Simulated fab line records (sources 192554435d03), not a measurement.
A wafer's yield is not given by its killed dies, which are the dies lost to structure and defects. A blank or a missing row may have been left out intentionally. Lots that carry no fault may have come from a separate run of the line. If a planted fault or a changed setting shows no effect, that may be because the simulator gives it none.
fab line records    flow n5Finfet
record: lots: 6  wafers: 18  lastDay: 20
route steps=1938 shown BEOL_M0_SAQP@651 BEOL_M4@1111
lots with no fault: from the same line, run without faults
startH: start of the lot's first displayed wafer, in hours after the record's first day    waitH: time in hours since the lot's previous step    " as in the row above    L1.1+2: a single row standing in for several wafers    - no value, or no start given    * or withheld: withheld    < > ~ a bound
route shown NAME@n: NAME is a module with steps in the file, n the number in the route of the first one    usual: mean/standard deviation of fault-free wafers    same: alike in all rows    chamber/n: place in a boat    sites: each site's reading    _std_site: their standard deviation    _edge_site: inner sites' mean taken away from outer sites' mean    radiusMm: for every site, how far away it sits from the centre of the wafer    mask NAME#n: copy n    behind: the tool/chamber that last shaped the wafer    hold: why the lot was held/for how many hours/how that ended    device: which transistor (n, p or np) failed to switch    end of line: the tests these same wafers got at the end of their route    a step without rows: its recipe alone    killed: dies lost to structure and defects at the first sort, not the wafer's yield    map: shows each die of a wafer: x if killed, . if not, _ if none is there
set.NAME: the setting that was run; set.NAME@STEP: the one run at that earlier step    model.NAME: the simulator's own value behind a step, which no gauge read
certain route steps with their lots: each step a table, each wafer a row
services: a tool's chamber out of use, with start hour (startH, from the record's first day; less than 0 if before it), hours out, and reason
== steps ==
step: N5_BEOL_M0_SAQP_INSPECT_16
recipe: mode: adi  inspectInstrument: brightfield
usual: rawDefectCount: 521/140
lot.wafer  tool              chamber  startH  waitH  rawDefectCount
L487.2     defectInspect-02  -        143.56  0.0    715
L487.5     "                 -        "       "      511
L487.6     "                 -        "       "      455
L491.1     defectInspect-02  -        166.41  0.0    425
L491.2     "                 -        "       "      524
L491.4     "                 -        "       "      395
L492.2     defectInspect-01  -        171.20  0.0    869
L492.3     "                 -        "       "      467
L492.4     "                 -        "       "      680
L502.1     defectInspect-01  -        234.69  0.0    486
L502.2     "                 -        "       "      1129
L502.4     "                 -        "       "      639
L504.2     defectInspect-02  -        242.70  0.0    435
L504.3     "                 -        "       "      483
L504.5     "                 -        "       "      649
L505.2     defectInspect-01  -        249.91  0.0    691
L505.4     "                 -        "       "      602
L505.5     "                 -        "       "      577
step: N5_BEOL_M0_SAQP_DESCUM_19
recipe: chemistry: O2  timeS: 7.9  sourcePowerW: 50  biasPowerW: 20  pressureMtorr: 20  rfFrequencyHz: 2.712e+07  tempC: 40  resist: CAR-ArF  o2FlowSccm: 225
step: N5_BEOL_M0_SAQP_ETCH_83
recipe: chemistry: CF4  target: SiARC  targetDepthA: 390  maskMaterial: CAR-ArF  timeS: 65  ionEnergyEv: 80  pressureMtorr: 40  sourceW: 545  biasW: 36  Ar_flow_sccm: 100  cf4FlowSccm: 100  ends: cleared
usual: drypumpMotorCurrentA: 5.8/0.56  etchRfOnTimeS: 64.9/0.96  oesProductAu: 0.67/0.067  rfVppV: 184.2/1.1  showerheadPlenumPTorr: 2.15/0.067  throttleValvePct: 15.69/0.2
lot.wafer  tool        chamber  startH  waitH  drypumpMotorCurrentA  etchRfOnTimeS  oesProductAu  rfHoursCounterH  rfVppV  showerheadPlenumPTorr  throttleValvePct
L487.2     rieDiel-06  1        145.35  0.0    5.2                   65.8           0.58          227              184.8   2.19                   15.77
L487.5     "           1        "       "      5.2                   66.2           0.58          -                184.3   2.19                   15.78
L487.6     "           2        "       "      6.4                   64.5           0.67          -                183.9   2.07                   15.65
L491.1     rieDiel-06  1        166.48  0.0    5.2                   66.6           0.58          233              184.2   2.19                   15.80
L491.2     "           2        "       "      6.4                   64.6           0.67          138              183.3   2.07                   15.67
L491.4     "           3        "       "      5.2                   64.6           0.71          43               184.7   2.17                   15.73
L492.2     rieDiel-01  1        171.27  0.0    6.3                   65.5           0.65          134              184.5   2.15                   15.60
L492.3     "           0        "       "      6.6                   66.0           0.68          85               183.2   2.08                   15.89
L492.4     "           0        "       "      6.6                   65.8           0.69          -                183.6   2.08                   15.88
L502.1     rieDiel-01  0        235.03  0.0    6.6                   66.0           0.67          108              184.5   2.07                   15.93
L502.2     "           1        "       "      6.3                   65.4           0.64          159              183.8   2.14                   15.64
L502.4     "           2        "       "      6.4                   63.6           0.75          36               184.9   2.27                   15.79
L504.2     rieDiel-01  3        242.91  0.0    6.0                   63.4           0.79          23               183.3   2.10                   15.60
L504.3     "           0        "       "      6.7                   66.4           0.66          110              183.1   2.07                   15.94
L504.5     "           2        "       "      6.4                   63.3           0.75          -                184.6   2.27                   15.77
L505.2     rieDiel-03  0        249.98  0.0    5.5                   65.4           0.60          213              183.7   2.12                   15.91
L505.4     "           1        "       "      6.1                   64.0           0.63          170              182.2   2.05                   15.32
L505.5     "           2        "       "      5.0                   65.9           0.63          -                184.6   2.23                   15.73
step: N5_BEOL_M0_SAQP_ETCH_84
recipe: chemistry: N2/H2  target: SOC  targetDepthA: 1000  overetchA: 200  maskMaterial: SiARC  tempC: 40  timeS: 150  ionEnergyEv: 200  pressureMtorr: 30  sourceW: 840  biasW: 150  n2FlowSccm: 200  h2FlowSccm: 200
usual: drypumpMotorCurrentA: 5.9/0.56  oesProductAu: 0.71/0.067  rfVppV: 524.1/2.4  showerheadPlenumPTorr: 2.55/0.084  throttleValvePct: 17.93/0.17
lot.wafer  tool        chamber  startH  waitH  drypumpMotorCurrentA  oesProductAu  rfHoursCounterH  rfVppV  showerheadPlenumPTorr  throttleValvePct
L487.2     rieDiel-06  1        145.40  0.0    5.2                   0.62          227              526.7   2.61                   17.97
L487.5     "           1        "       "      5.2                   0.62          -                525.3   2.61                   17.98
L487.6     "           2        "       "      6.4                   0.70          -                521.8   2.45                   17.91
L491.1     rieDiel-06  1        166.53  0.0    5.2                   0.62          233              525.5   2.61                   18.00
L491.2     "           2        "       "      6.4                   0.70          138              521.3   2.44                   17.92
L491.4     "           3        "       "      5.2                   0.75          43               525.4   2.59                   18.06
L492.2     rieDiel-01  1        171.32  0.0    6.3                   0.69          134              521.6   2.55                   17.82
L492.3     "           0        "       "      6.6                   0.72          85               522.4   2.46                   18.10
L492.4     "           0        "       "      6.6                   0.72          -                521.7   2.46                   18.10
L502.1     rieDiel-01  0        235.08  0.0    6.6                   0.70          108              520.6   2.45                   18.13
L502.2     "           1        "       "      6.3                   0.66          159              524.5   2.54                   17.86
L502.4     "           2        "       "      6.4                   0.78          36               526.9   2.70                   18.09
L504.2     rieDiel-01  3        242.96  0.0    6.0                   0.82          23               522.7   2.48                   17.82
L504.3     "           0        "       "      6.6                   0.70          110              521.0   2.45                   18.15
L504.5     "           2        "       "      6.4                   0.78          -                528.2   2.70                   18.10
L505.2     rieDiel-03  0        250.03  0.0    5.6                   0.63          213              522.8   2.51                   18.06
L505.4     "           1        "       "      6.2                   0.65          170              521.6   2.43                   17.62
L505.5     "           2        "       "      5.0                   0.67          -                526.8   2.64                   17.91
step: N5_BEOL_M0_SAQP_STRIP_80
recipe: chemistry: N2/H2  tempC: 40  n2FlowSccm: 200  h2FlowSccm: 200  rfFrequencyHz: 6e+07
step: N5_BEOL_M0_SAQP_HM_OPEN_112
recipe: chemistry: CHF3/O2  target: SiO2  stopOn: a-Si  targetDepthA: 120  overEtchFrac: 1.25  maskMaterial: SOC  timeS: 13.5  pressureMtorr: 30  sourceW: 650  biasW: 170  Ar_flow_sccm: 200  CHF3_flow_sccm: 50  O2_flow_sccm: 5  ionEnergyEv: 200  ends: endPoint
usual: drypumpMotorCurrentA: 5.8/0.56  oes_ar_750_au: 0.79/0.075  oes_f_703_au: 0.79/0.076  oesProductAu: 0.52/0.05  rfVppV: 525/5.4  showerheadPlenumPTorr: 2.42/0.076  throttleValvePct: 18.92/0.2
lot.wafer  tool        chamber  startH  waitH  drypumpMotorCurrentA  oes_ar_750_au  oes_f_703_au  oesProductAu  rfHoursCounterH  rfVppV  showerheadPlenumPTorr  throttleValvePct
L487.2     rieDiel-06  1        145.51  0.0    5.2                   0.69           0.69          0.45          227              523     2.47                   18.95
L487.5     "           1        "       "      5.2                   0.69           0.69          0.45          -                524     2.47                   18.96
L487.6     "           2        "       "      6.4                   0.79           0.79          0.50          -                517     2.33                   18.91
L491.1     rieDiel-06  1        166.63  0.0    5.2                   0.69           0.68          0.45          233              523     2.46                   18.97
L491.2     "           2        "       "      6.4                   0.79           0.79          0.50          138              518     2.33                   18.91
L491.4     "           3        "       "      5.2                   0.84           0.84          0.55          43               526     2.44                   19.01
L492.2     rieDiel-01  1        171.43  0.0    6.3                   0.76           0.77          0.51          134              527     2.41                   18.77
L492.3     "           0        "       "      6.6                   0.79           0.79          0.53          85               527     2.34                   19.15
L492.4     "           0        "       "      6.6                   0.80           0.79          0.53          -                525     2.34                   19.15
L502.1     rieDiel-01  0        235.19  0.0    6.6                   0.78           0.77          0.52          108              526     2.33                   19.22
L502.2     "           1        "       "      6.3                   0.75           0.74          0.49          159              526     2.40                   18.82
L502.4     "           2        "       "      6.4                   0.87           0.88          0.56          36               532     2.55                   19.00
L504.2     rieDiel-01  3        243.07  0.0    6.0                   0.92           0.93          0.60          23               519     2.36                   18.86
L504.3     "           0        "       "      6.6                   0.78           0.77          0.51          110              526     2.33                   19.18
L504.5     "           2        "       "      6.4                   0.87           0.88          0.57          -                530     2.55                   19.03
L505.2     rieDiel-03  0        250.14  0.0    5.6                   0.71           0.71          0.45          213              522     2.39                   19.10
L505.4     "           1        "       "      6.1                   0.74           0.74          0.48          170              516     2.30                   18.49
L505.5     "           2        "       "      5.0                   0.74           0.73          0.49          -                535     2.51                   18.98
step: N5_BEOL_M0_SAQP_STRIP_113
recipe: chemistry: CHF3/O2  resist: SiARC  rfFrequencyHz: 6e+07
step: N5_BEOL_M0_SAQP_MANDREL_ETCH_20
recipe: targetDepthA: 600  chemistry: HBr/Cl2  target: a-Si  stopOn: SiNx  btTimeS: 10  maskMaterial: SOC  overEtchFrac: 0.5  timeS: 30  pressureMtorr: 10  icpW: 800  biasW: 75  HBr_flow_sccm: 150  Cl2_flow_sccm: 80  ends: endPoint
usual: drypumpMotorCurrentA: 5.8/0.36  oesProductAu: 0.773/0.015  throttleValvePct: 35.52/0.21
lot.wafer  tool      chamber  startH  waitH  drypumpMotorCurrentA  oesProductAu  rfHoursCounterH  throttleValvePct
L487.2     rieSi-06  3        145.59  0.0    5.7                   0.786         99               35.42
L487.5     "         1        "       "      5.6                   0.788         -                35.22
L487.6     "         0        "       "      5.9                   0.777         -                35.29
L491.1     rieSi-04  0        166.72  0.0    6.1                   0.781         112              35.81
L491.2     "         2        "       "      5.9                   0.759         71               35.63
L491.4     "         1        "       "      6.1                   0.767         168              35.53
L492.2     rieSi-05  3        171.51  0.0    5.5                   0.757         105              35.09
L492.3     "         1        "       "      5.0                   0.746         91               35.61
L492.4     "         2        "       "      5.6                   0.796         28               35.88
L502.1     rieSi-04  3        235.27  0.0    6.2                   0.779         146              35.60
L502.2     "         0        "       "      6.1                   0.786         113              35.81
L502.4     "         2        "       "      5.9                   0.769         72               35.60
L504.2     rieSi-05  2        243.15  0.0    5.6                   0.800         29               35.89
L504.3     "         3        "       "      5.5                   0.755         106              35.08
L504.5     "         0        "       "      6.2                   0.803         -                35.52
L505.2     rieSi-05  2        250.22  0.0    5.6                   0.789         29               35.90
L505.4     "         1        "       "      5.0                   0.762         92               35.60
L505.5     "         0        "       "      6.1                   0.803         -                35.54
step: N5_BEOL_M0_SAQP_STRIP_86
recipe: chemistry: N2/H2  powerW: 500  tempC: 40  pressureMtorr: 50  rfFrequencyHz: 6e+07  overashFraction: 0.3  biasPowerW: 28  h2Frac: 0.5  n2FlowSccm: 300  h2FlowSccm: 300
usual: biasPowerW: 27.99/0.084  drypumpMotorCurrentA: 5.9/0.56  oesProductAu: 0.80/0.079  powerW: 499.9/1.5  rfVppV: 121.9/1.4  showerheadPlenumPTorr: 3.37/0.11  throttleValvePct: 19.07/0.16
lot.wafer  tool        chamber  startH  waitH  biasPowerW  drypumpMotorCurrentA  oesProductAu  powerW  rfHoursCounterH  rfVppV  showerheadPlenumPTorr  throttleValvePct
L487.2     rieDiel-01  1        145.95  0.3    28.03       6.3                   0.77          502.5   124              121.3   3.37                   18.97
L487.5     "           1        "       "      27.99       6.3                   0.79          502.6   -                121.8   3.37                   18.96
L487.6     "           2        "       "      28.08       6.4                   0.97          504.8   -                122.5   3.58                   19.32
L491.1     rieDiel-06  3        166.81  0.1    28.11       5.2                   0.85          500.6   43               119.8   3.42                   19.29
L491.2     "           0        "       "      28.06       6.4                   0.71          500.1   214              123.1   3.46                   19.45
L491.4     "           1        "       "      27.92       5.2                   0.69          502.8   233              124.1   3.45                   19.01
L492.2     rieDiel-01  0        171.61  0.1    28.12       6.6                   0.80          500.9   85               120.6   3.26                   19.15
L492.3     "           1        "       "      28.13       6.3                   0.76          500.1   134              118.5   3.37                   18.99
L492.4     "           0        "       "      28.04       6.6                   0.79          499.2   -                121.4   3.26                   19.15
L502.1     rieDiel-01  0        235.37  0.1    28.07       6.6                   0.78          498.7   108              124.1   3.24                   19.21
L502.2     "           1        "       "      27.93       6.3                   0.74          497.4   159              123.5   3.35                   19.04
L502.4     "           2        "       "      28.00       6.4                   0.87          501.6   36               121.6   3.56                   19.41
L504.2     rieDiel-01  2        243.25  0.1    27.96       6.4                   0.87          501.2   38               122.9   3.56                   19.40
L504.3     "           3        "       "      27.84       6.0                   0.92          500.5   24               122.2   3.28                   18.84
L504.5     "           2        "       "      27.98       6.4                   0.87          500.2   -                122.7   3.56                   19.39
L505.2     rieDiel-01  3        250.37  0.1    28.07       6.0                   0.91          497.3   26               122.1   3.28                   18.85
L505.4     "           1        "       "      28.04       6.3                   0.74          497.3   -                120.9   3.35                   19.03
L505.5     "           0        "       "      28.07       6.6                   0.78          499.1   -                120.3   3.24                   19.17
step: N5_BEOL_M0_SAQP_STRIP_115
recipe: chemistry: postEtchResidueRemover  timeS: 60  tempC: 25  removerPh: withheld  removerWaterWtPct: withheld  removerFluorideWtPct: withheld
step: N5_BEOL_M0_SAQP_SRD_93
recipe: dry: ipaMarangoni  timeS: 30  tempC: 23  rinseLiquid: diw
step: N5_BEOL_M0_SAQP_RECESS_114
recipe: chemistry: HF/NH3  target: SiO2  targetDepthA: 144  afsCycles: 3  tempC: 30  sublimationTempC: 180  sublimationTimeS: 60
step: N5_BEOL_M0_SAQP_SPACER1_ALD_98
recipe: material: SiO2  targetThkA: 128  tempC: 300  aldPrecursorFamily: BDEAS  aldCoReactant: O2-plasma  pulseTimeS: 1  purgeTimeS: 2  coReactantPurgeTimeS: 2  aldCycles: 138  pressureTorr: 2
usual: heaterPowerW: 460/57  precursorPulseHeightRel: 1.002/0.019  susceptorTempC: 299.99/0.19
same: coReactantPurgeTimeS: 2
lot.wafer  tool       chamber  startH  waitH  heaterPowerW  precursorPulseHeightRel  susceptorTempC
L487.2     aldSin-03  2        146.47  0.3    586           0.946                    300.05
L487.5     "          0        "       "      439           1.006                    299.57
L487.6     "          1        "       "      514           1.031                    300.38
L491.1     aldSin-02  1        167.33  0.3    522           1.020                    295.92
L491.2     "          2        "       "      352           0.975                    295.99
L491.4     "          3        "       "      421           1.009                    295.68
L492.2     aldSin-02  1        172.17  0.3    515           1.007                    295.53
L492.3     "          0        "       "      425           0.985                    295.81
L492.4     "          2        "       "      363           0.998                    295.64
L502.1     aldSin-02  0        235.89  0.3    433           0.995                    299.79
L502.2     "          2        "       "      369           0.987                    300.09
L502.4     "          3        "       "      428           1.006                    300.09
L504.2     aldSin-01  3        243.77  0.3    483           1.001                    300.38
L504.3     "          1        "       "      419           0.988                    300.34
L504.5     "          2        "       "      492           1.016                    299.73
L505.2     aldSin-02  1        250.92  0.3    528           1.012                    300.12
L505.4     "          0        "       "      437           1.037                    299.83
L505.5     "          2        "       "      372           1.009                    300.42
step: N5_BEOL_M0_SAQP_SPACER1_ETCHBACK_99
recipe: chemistry: CHF3/O2  mode: anisotropicEtchback  target: SiO2  targetDepthA: 154  timeS: 7.7  pressureMtorr: 30  sourceW: 650  biasW: 170  Ar_flow_sccm: 200  CHF3_flow_sccm: 50  O2_flow_sccm: 5  ionEnergyEv: 200
step: N5_BEOL_M4_RC_MEAS_101
usual: DIBL_N: 36.0/1.3  DIBL_P: 36.2/1.7  IOFF_N: 0.155/0.024  IOFF_P: 0.21/0.034  ION_N: 674/9  ION_P: 463/7.1  SS_N: 71.4/0.5  SS_P: 73.4/0.57  VT_N: 250.0/2.8  VT_P: -251/3.2
lot.wafer  tool       chamber  startH  waitH  DIBL_N[mV/V]  DIBL_P[mV/V]  IOFF_N[nA/um]  IOFF_P[nA/um]  ION_N[uA/um]  ION_P[uA/um]  SS_N[mV/dec]  SS_P[mV/dec]  VT_N[mV]  VT_P[mV]
L487.2     prober-01  0        258.69  0.2    35.1          36.7          0.147          0.21           679           468           71.7          73.2          252.9     -251
L487.5     "          0        "       "      35.3          36.2          0.147          0.21           676           464           71.3          73.6          249.4     -251
L487.6     "          0        "       "      37.6          39.5          0.193          0.27           686           476           71.2          74.4          248.3     -246
L491.1     prober-02  0        275.49  0.0    37.0          38.2          0.178          0.22           685           457           71.6          74.0          247.9     -251
L491.2     "          0        "       "      35.5          36.5          0.145          0.19           670           455           71.2          72.9          251.7     -253
L491.4     "          0        "       "      34.1          34.6          0.124          0.17           664           458           70.4          73.0          253.6     -254
L492.2     prober-01  0        276.30  0.2    35.8          35.1          0.152          0.18           678           456           70.9          73.0          249.2     -257
L492.3     "          0        "       "      35.7          34.8          0.145          0.17           665           450           70.8          72.9          249.2     -257
L492.4     "          0        "       "      38.0          37.4          0.191          0.22           690           464           72.1          72.9          243.5     -252
L502.1     prober-01  0        327.21  0.0    36.0          35.8          0.151          0.23           683           470           72.1          73.0          251.5     -248
L502.2     "          0        "       "      37.4          37.8          0.175          0.26           684           477           71.5          73.9          246.8     -245
L502.4     "          0        "       "      37.0          36.7          0.169          0.24           678           469           72.1          73.8          250.7     -248
L505.2     prober-01  0        358.65  0.2    34.1          33.9          0.122          0.16           663           453           71.8          72.9          256.2     -257
L505.4     "          0        "       "      35.1          35.0          0.140          0.17           657           447           71.4          72.9          251.9     -254
L505.5     "          0        "       "      34.3          34.7          0.136          0.17           669           459           71.5          73.0          253.0     -255
L504.2     prober-01  0        373.75  0.2    35.0          33.2          0.117          0.17           657           455           70.7          73.1          254.5     -254
L504.3     "          0        "       "      36.8          35.5          0.142          0.20           664           456           70.9          73.6          249.7     -253
L504.5     "          0        "       "      35.8          34.0          0.124          0.17           664           457           70.8          73.4          255.6     -253
== services ==
tool        chamber  startH  hours  kind
aldSin-03   2        127.32  6.2    repair
aldSin-03   -        138.77  1.3    repair
aldSin-01   -        143.33  14.6   pm
rieSi-05    2        152.34  3.8    repair
rieDiel-01  3        154.08  -      clean
rieDiel-01  3        154.08  -      consumableReplace:focusRing
rieDiel-01  3        154.08  18.9   scheduledDown
rieDiel-01  3        154.08  18.9   ventCycle
rieSi-04    3        168.94  7.1    repair
rieDiel-03  1        174.81  17.2   repair
aldSin-03   -        176.96  14.0   pm
aldSin-03   0        176.96  14.0   ventCycle
aldSin-03   1        176.96  14.0   ventCycle
aldSin-03   2        176.96  14.0   ventCycle
aldSin-03   -        190.96  6.0    pm
rieDiel-06  0        198.08  6.2    repair
rieSi-06    3        208.37  5.2    repair
rieDiel-06  1        221.29  -      clean
rieDiel-06  1        221.29  -      consumableReplace:esc
rieDiel-06  1        221.29  -      consumableReplace:focusRing
rieDiel-06  1        221.29  25.2   scheduledDown
rieDiel-06  1        221.29  25.2   ventCycle
aldSin-02   2        230.18  -      calibration
rieDiel-01  2        247.05  9.9    repair
== key ==
firstSign: step: N5_BEOL_M0_SAQP_SPACER1_ALD_98  reading: susceptorTempC  direction: down  sigmas: 23  usual: *  struck: *
effect none on later readings
metAt N5_BEOL_M0_SAQP_SPACER1_ALD_98
struckWafers L491.1,L491.2,L491.4,L492.2,L492.3,L492.4
fault: kind: processParameterDrift  tool: aldSin-02  chamber: -  onsetH: 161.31  steps: N5_BEOL_M0_SAQP_SPACER1_ALD_98  channel: tempC  offset: *  shape: step  endH: 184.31  actsIn: *  stated: *
